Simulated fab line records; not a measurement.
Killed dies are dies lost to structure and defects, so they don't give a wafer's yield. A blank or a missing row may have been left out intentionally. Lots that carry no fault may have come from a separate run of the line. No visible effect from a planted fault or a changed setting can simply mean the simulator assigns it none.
fab line records	flow n5Finfet
[record] lots = 7	wafers = 39
route steps=1938 shown DUMMY_GATE@228 MOL_CONTACT_COAG@586
startH: hours from the record's first day to the start of the lot's first wafer shown	waitH: time in hours since the lot's previous step	" the same as in the row above	L1.1+2: one row covering several wafers at once	- no value, or no start was given	* or withheld: withheld	< > ~ a bound
route shown NAME@n: names a module that has steps shown in the file, with the first one's number in the route	usual: average and standard deviation across the fault-free wafers	same: alike in all rows	chamber/n: place in a boat	sites: per-site readings	_std_site: standard deviation across them	_edge_site: outer sites' mean less inner sites'	radiusMm: for every site, how far away it sits from the centre of the wafer	mask NAME#n: copy n	behind: the tool/chamber that last shaped the wafer	hold: why the lot was held/for how many hours/how that ended	device: which transistor (n, p or np) failed to switch	end of line: tests run on the same wafers once the route is complete	a step without rows: its recipe alone	killed: dies that structure and defects cost at the first sort, which is not the same as the wafer's yield	map: the dies of a wafer, with x for killed, . for not killed, _ for no die there
set.NAME: the setting that was run; set.NAME@STEP: the one run at that earlier step	model.NAME: the simulator's own value behind a step, which no gauge read
lots whose settings were changed on purpose; a table a step, a row a wafer
[[steps]]
[step N5_DUMMY_GATE_EXPOSE_12]
[recipe] maskId = GATE	na = 0.33	sourceShape = annular	sigmaInner = 0.2	sigmaOuter = 0.6	polarization = unpolarized	targetCdNm = 25	doseMj = 34
lot.wafer	tool	chamber	startH	waitH	mask	set.doseMj
L077.1+5+6	euvScanner-01	0	65.26	-	GATE#0	35.8
L077.2+3+4	"	0	"	"	GATE#0	34
L083.1+2+5	euvScanner-01	0	105.65	-	GATE#0	34
L083.3+4+6	"	0	"	"	GATE#0	36.16
L084.1+2+3+4+5+6	euvScanner-02	0	111.41	-	GATE#0	34
L090.1+2+6	euvScanner-02	0	145.87	-	GATE#0	34
L090.3+4+5	"	0	"	"	GATE#0	31.62
L091.1+2+3+4+5+6	euvScanner-02	0	148.65	-	GATE#0	34
L096.1+3+5	euvScanner-02	0	178.69	-	GATE#0	34
L097.1+3+5	euvScanner-01	0	189.68	-	GATE#0	35.99
L097.2+4+6	"	0	"	"	GATE#0	34
[step N5_DUMMY_GATE_PEB_13]
[recipe] pebTempC = 100	pebTimeS = 60	resist = CAR-EUV
[step N5_DUMMY_GATE_DEVELOP_14]
[recipe] developTimeS = 30	developer = TMAH	resist = CAR-EUV	rinseLiquid = surfactantRinse	dry = airSpin	devTempC = 23
[step N5_DUMMY_GATE_CD_MEAS_15]
[recipe] targetCdNm = 25.8	landingEnergyEv = 500	detector = seInlens
[usual] cdNm = 25.05/0.23
lot.wafer	tool	chamber	startH	waitH	set.doseMj@DUMMY_GATE_EXPOSE_12	cdNm
L077.1	cdSem-01	0	65.39	-	35.8	24.15
L077.2	"	0	"	"	34	24.92
L077.3	"	0	"	"	34	24.72
L077.4	"	0	"	"	34	25.32
L077.5	"	0	"	"	35.8	24.69
L077.6	"	0	"	"	35.8	24.26
L083.1	cdSem-02	0	105.78	-	34	25.15
L083.2	"	0	"	"	34	24.71
L083.3	"	0	"	"	36.16	23.90
L083.4	"	0	"	"	36.16	23.82
L083.5	"	0	"	"	34	24.88
L083.6	"	0	"	"	36.16	23.77
L084.1	cdSem-01	0	111.54	-	34	25.31
L084.2	"	0	"	"	34	25.07
L084.3	"	0	"	"	34	25.18
L084.4	"	0	"	"	34	25.13
L084.5	"	0	"	"	34	25.53
L084.6	"	0	"	"	34	25.38
L090.1	cdSem-01	0	145.99	-	34	24.90
L090.2	"	0	"	"	34	25.20
L090.3	"	0	"	"	31.62	26.38
L090.4	"	0	"	"	31.62	26.09
L090.5	"	0	"	"	31.62	26.37
L090.6	"	0	"	"	34	24.94
L091.1	cdSem-02	0	148.78	-	34	24.51
L091.2	"	0	"	"	34	25.39
L091.3	"	0	"	"	34	24.91
L091.4	"	0	"	"	34	24.73
L091.5	"	0	"	"	34	25.19
L091.6	"	0	"	"	34	24.90
L096.1	cdSem-01	0	178.82	-	34	25.40
L096.3	"	0	"	"	34	25.44
L096.5	"	0	"	"	34	24.94
L097.1	cdSem-03	0	189.81	-	35.99	24.15
L097.2	"	0	"	"	34	24.97
L097.3	"	0	"	"	35.99	24.08
L097.4	"	0	"	"	34	25.32
L097.5	"	0	"	"	35.99	24.60
L097.6	"	0	"	"	34	24.80
[step N5_DUMMY_GATE_ETCH_37]
[recipe] chemistry = N2/H2	target = SOC	targetDepthA = 600	overetchA = 300	tempC = 40	ionEnergyEv = 200	pressureMtorr = 30	sourceW = 840	biasW = 150	n2FlowSccm = 200	h2FlowSccm = 200
[usual] rfVppV = 524.3/2
lot.wafer	tool	chamber	startH	waitH	set.sourceW	rfVppV
L077.1	rieDiel-04	1	65.70	0.0	840	521.9
L077.2	"	3	"	"	957.4	504.7
L077.3	"	2	"	"	840	527.8
L077.4	"	0	"	"	840	521.5
L077.5	"	2	"	"	957.4	503.5
L077.6	"	3	"	"	957.4	503.7
L083.1	rieDiel-04	1	106.05	0.0	770.3	536.3
L083.2	"	0	"	"	770.3	538.5
L083.3	"	2	"	"	840	527.3
L083.4	"	3	"	"	770.3	541.7
L083.5	"	3	"	"	840	526.5
L083.6	"	0	"	"	840	523.2
L084.1	rieDiel-02	1	111.98	0.0	840	525.8
L084.2	"	0	"	"	840	524.1
L084.3	"	2	"	"	704.9	554.9
L084.4	"	3	"	"	704.9	555.6
L084.5	"	3	"	"	840	525.2
L084.6	"	0	"	"	704.9	556.7
L090.1	rieDiel-06	2	146.27	0.0	901.2	510.7
L090.2	"	3	"	"	840	520.9
L090.3	"	0	"	"	840	525.8
L090.4	"	1	"	"	901.2	512.8
L090.5	"	3	"	"	901.2	509.2
L090.6	"	0	"	"	840	526.5
L091.1	rieDiel-06	3	149.31	0.0	840	521.2
L091.2	"	1	"	"	911.8	509.5
L091.3	"	2	"	"	911.8	508.9
L091.4	"	0	"	"	840	525.8
L091.5	"	0	"	"	840	526.4
L091.6	"	1	"	"	911.8	509.2
L096.1	rieDiel-02	2	179.10	0.0	840	524.1
L096.3	"	0	"	"	840	524.7
L096.5	"	0	"	"	840	525.9
L097.1	rieDiel-02	3	190.09	0.0	840	524.2
L097.2	"	2	"	"	840	523.0
L097.3	"	1	"	"	840	524.6
L097.4	"	0	"	"	840	524.9
L097.5	"	0	"	"	840	525.1
L097.6	"	1	"	"	840	525.3
[step N5_DUMMY_GATE_STRIP_38]
[recipe] chemistry = N2/H2	tempC = 40	n2FlowSccm = 200	h2FlowSccm = 200	rfFrequencyHz = 6e+07
[step N5_DUMMY_GATE_STRIP_39]
[recipe] chemistry = N2/H2	tempC = 40	n2FlowSccm = 200	h2FlowSccm = 200	rfFrequencyHz = 6e+07
[step N5_DUMMY_GATE_TRIM_49]
[recipe] chemistry = O2	resist = SOC	timeS = 29	targetCdNm = 14	sourcePowerW = 300	biasPowerW = 0	O2_flow_sccm = 100	tempC = 20
lot.wafer	tool	chamber	startH	waitH	set.doseMj@DUMMY_GATE_EXPOSE_12	model.DUMMY_GATE.cdNm
L077.1	rieSi-02	3	65.78	0.0	35.8	13.6
L077.2+4	"	1,0	"	"	34	14.2
L077.3	"	2	"	"	34	13.8
L077.5	"	2	"	"	35.8	12.8
L077.6	"	1	"	"	35.8	13.2
L083.1	rieSi-04	3	106.13	0.0	34	14.4
L083.2	"	0	"	"	34	14
L083.3	"	1	"	"	36.16	13
L083.4	"	2	"	"	36.16	13.2
L083.5	"	2	"	"	34	13.8
L083.6	"	3	"	"	36.16	12.8
L084.1+4+6	rieSi-02	0,1,3	112.06	0.0	34	14.2
L084.2	"	3	"	"	34	13.8
L084.3	"	2	"	"	34	14
L084.5	"	2	"	"	34	13.4
L090.1	rieSi-04	1	146.35	0.0	34	14
L090.2	"	2	"	"	34	14.4
L090.3+5	"	0,1	"	"	31.62	15.6
L090.4	"	3	"	"	31.62	15.2
L090.6	"	0	"	"	34	14.2
L091.1	rieSi-02	1	149.39	0.0	34	14
L091.2+3+6	"	0,2,0	"	"	34	13.8
L091.4+5	"	3	"	"	34	14.4
L096.1	rieSi-03	3	179.18	0.0	34	14.2
L096.3	"	0	"	"	34	14.4
L096.5	"	3	"	"	34	14
L097.1	rieSi-04	3	190.17	0.0	35.99	13
L097.2	"	1	"	"	34	14.4
L097.3	"	0	"	"	35.99	13.6
L097.4	"	2	"	"	34	14.2
L097.5	"	1	"	"	35.99	13.2
L097.6	"	2	"	"	34	14.6
[step N5_DUMMY_GATE_ETCH_31]
[recipe] chemistry = C4F6/O2	target = SiO2	maskMaterial = SOC	targetDepthA = 825	timeS = 27.5	ionEnergyEv = 250	pressureMtorr = 30	sourceW = 345	biasW = 185	Ar_flow_sccm = 300	C4F6_flow_sccm = 10	O2_flow_sccm = 10
lot.wafer	tool	chamber	startH	waitH	set.targetDepthA	model.etch.depthNm
L077.1	rieDiel-06	1	65.98	0.0	862.6	85.46
L077.2	"	3	"	"	862.6	86.67
L077.3	"	2	"	"	825	82.51
L077.4	"	3	"	"	825	82.11
L077.5	"	1	"	"	862.6	85.77
L077.6	"	2	"	"	825	81.41
L083.1	rieDiel-06	1	106.33	0.0	877.1	88.19
L083.2	"	3	"	"	825	82.36
L083.3	"	0	"	"	825	82.65
L083.4	"	2	"	"	877.1	86.5
L083.5	"	0	"	"	825	83.1
L083.6	"	1	"	"	877.1	87.86
L084.1	rieDiel-06	0	112.34	0.1	825	83.14
L084.2	"	1	"	"	825	83.15
L084.3	"	3	"	"	825	82.05
L084.4	"	2	"	"	825	81.49
L084.5	"	1	"	"	825	82.76
L084.6	"	0	"	"	825	82.95
L090.1	rieDiel-02	0	146.62	0.1	825	84.11
L090.2	"	3	"	"	825	83.39
L090.3	"	2	"	"	825	81.58
L090.4	"	2	"	"	825	80.7
L090.5	"	0	"	"	825	83.8
L090.6	"	3	"	"	825	83.45
L091.1	rieDiel-04	1	149.63	0.1	825	81.29
L091.2	"	0	"	"	825	80.34
L091.3	"	2	"	"	825	82.02
L091.4	"	3	"	"	825	80.98
L091.5	"	1	"	"	825	80.77
L091.6	"	2	"	"	825	82.55
L096.1	rieDiel-02	2	179.37	0.0	825	81.49
L096.3	"	0	"	"	825	84.67
L096.5	"	2	"	"	825	80.23
L097.1	rieDiel-02	2	190.46	0.1	775.4	75.07
L097.2	"	3	"	"	775.4	77.99
L097.3	"	1	"	"	825	82.09
L097.4	"	0	"	"	825	83.36
L097.5	"	1	"	"	775.4	76.65
L097.6	"	0	"	"	825	82.87
[step N5_MOL_CONTACT_COAG_VIA_ETCH_46]
[recipe] chemistry = C4F6/O2	targetDepthA = 460	overetchA = 92	maskMaterial = SOC	target = SiO2	biasW = 455	pressureMtorr = 10	timeS = 40	sourceW = 325	Ar_flow_sccm = 300	C4F6_flow_sccm = 10	O2_flow_sccm = 10	ionEnergyEv = 575.3	ends = endPoint
lot.wafer	tool	chamber	startH	waitH	set.targetDepthA	model.SOC_of_MOL_CONTACT_COAG_COAT_75.thkNm
L077.1+6	rieDiel-03	3,2	126.52	0.0	421.6	51.6
L077.2	"	1	"	"	421.6	51.4
L077.3	"	0	"	"	460	51
L077.4	"	2	"	"	460	50.8
L077.5	"	3	"	"	460	51.2
L083.1	rieDiel-01	3	162.44	0.0	460	51
L083.2	"	1	"	"	460	50.8
L083.3	"	0	"	"	515.7	50
L083.4	"	0	"	"	460	50.6
L083.5+6	"	3,1	"	"	515.7	50.2
L084.1	rieDiel-05	1	166.44	0.0	422	51.4
L084.2+6	"	2,1	"	"	460	51
L084.3	"	0	"	"	460	50.8
L084.4	"	3	"	"	422	51.6
L084.5	"	0	"	"	422	51.2
L090.1+3+4+5	rieDiel-01	3,2,0,0	201.09	0.0	460	50.6
L090.2+6	"	1,3	"	"	460	50.8
L091.1	rieDiel-03	2	201.29	0.0	405.9	51.4
L091.2+6	"	0	"	"	460	51
L091.3	"	3	"	"	460	51.2
L091.4+5	"	1	"	"	405.9	51.8
L096.1+3	rieDiel-05	1,0	235.54	0.0	460	50.8
L096.5	"	2	"	"	460	50.6
L097.1+3	rieDiel-03	2,1	238.94	0.0	460	50.6
L097.2+6	"	3,1	"	"	460	51
L097.4+5	"	0	"	"	460	50.8
[[key]]
[split] step = N5_DUMMY_GATE_EXPOSE_12	setting = doseMj	stated = 34	by = wafer
[response] step = N5_DUMMY_GATE_CD_MEAS_15	reading = cdNm	change = -0.154	per = 1%	r = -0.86
[response] step = N5_DUMMY_GATE_TRIM_49	reading = model.DUMMY_GATE.cdNm	change = -0.177	per = 1%	r = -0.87
[split] step = N5_DUMMY_GATE_ETCH_37	setting = sourceW	stated = 840	by = wafer
[response] step = N5_DUMMY_GATE_ETCH_37	reading = rfVppV	change = -1.71	per = 1%	r = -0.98
[split] step = N5_DUMMY_GATE_ETCH_31	setting = targetDepthA	stated = 825	by = wafer
[response] step = N5_DUMMY_GATE_ETCH_31	reading = model.etch.depthNm	change = +0.885	per = 1%	r = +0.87
[split] step = N5_MOL_CONTACT_COAG_VIA_ETCH_46	setting = targetDepthA	stated = 460	by = wafer
[response] step = N5_MOL_CONTACT_COAG_VIA_ETCH_46	reading = model.SOC_of_MOL_CONTACT_COAG_COAT_75.thkNm	change = -0.0554	per = 1%	r = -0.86
